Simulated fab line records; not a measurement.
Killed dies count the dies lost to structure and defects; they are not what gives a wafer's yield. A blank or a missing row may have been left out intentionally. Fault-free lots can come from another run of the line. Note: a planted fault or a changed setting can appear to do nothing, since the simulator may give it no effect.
Which tool did it? -- flow nand harc -- 6 lots with 18 wafers sampled at 3 steps, on a route of 1159 steps

## WHAT THE GAUGES SHOWED, per wafer
NHARC_END_SORT_01.
lot,measured,on,killed dies
L481,day 21 22:05,prober-02,46 46
L480,day 21 14:24,prober-01,26
L487,day 22 06:22,prober-02,36 35
L491,day 24 20:59,prober-02,677 28 40

## EACH LOT AND THE TOOL THAT RAN IT (in order: tool; ch and the chambers of the sampled wafers; start)
lot,NHARC_A_SGD_CUT_DESCUM_14,NHARC_A_SGD_CUT_ETCH_16
L475,"rie diel-04 ch 0,2,3, day 14 04:15","rie diel-04 ch 0,1,3, day 14 04:49"
L477,"rie diel-04 ch 0,2,3, day 14 09:05","rie diel-04 ch 1,2, day 14 09:50"
L481,"rie diel-06 ch 0,1,3, day 16 02:22","rie diel-06 ch 0,1,2, day 16 02:56"
L480,"rie diel-06 ch 0,1, day 16 04:17","rie diel-06 ch 1,3, day 16 04:52"
L487,"rie diel-06 ch 0,2, day 17 02:48","rie diel-06 ch 1,2,3, day 17 03:23"
L491,"rie diel-04 ch 0,1,2, day 19 04:55","rie diel-04 ch 0,2, day 19 05:29"
- NHARC_A_SGD_CUT_DESCUM_14: chemistry O2, time 3 s.
- NHARC_A_SGD_CUT_ETCH_16: etches the open film in C4F8/O2/Ar, target depth 310.5 nm, time 155.2 s.

## THE ANSWER, worked out from the rows above alone
Rule: usual is defined by the lots themselves. The widest of any qualifying gaps counts: lots, ordered by their means at a reading, are off when they make up no more than a third of the lots, leave a main group of 4 or more, and stand apart from it by 3 or more times the standard deviation of that group's means. Not used: any main group whose means are identical at the precision the tables above print for the reading. Also off: a lot with no number at a reading for which 4 or more lots have one. The other lots that the step has rows for count as sound.
Across all readings shown, no lot is off: no conclusion can be drawn from this.

## WHAT WAS PUT IN BY THE SIMULATOR
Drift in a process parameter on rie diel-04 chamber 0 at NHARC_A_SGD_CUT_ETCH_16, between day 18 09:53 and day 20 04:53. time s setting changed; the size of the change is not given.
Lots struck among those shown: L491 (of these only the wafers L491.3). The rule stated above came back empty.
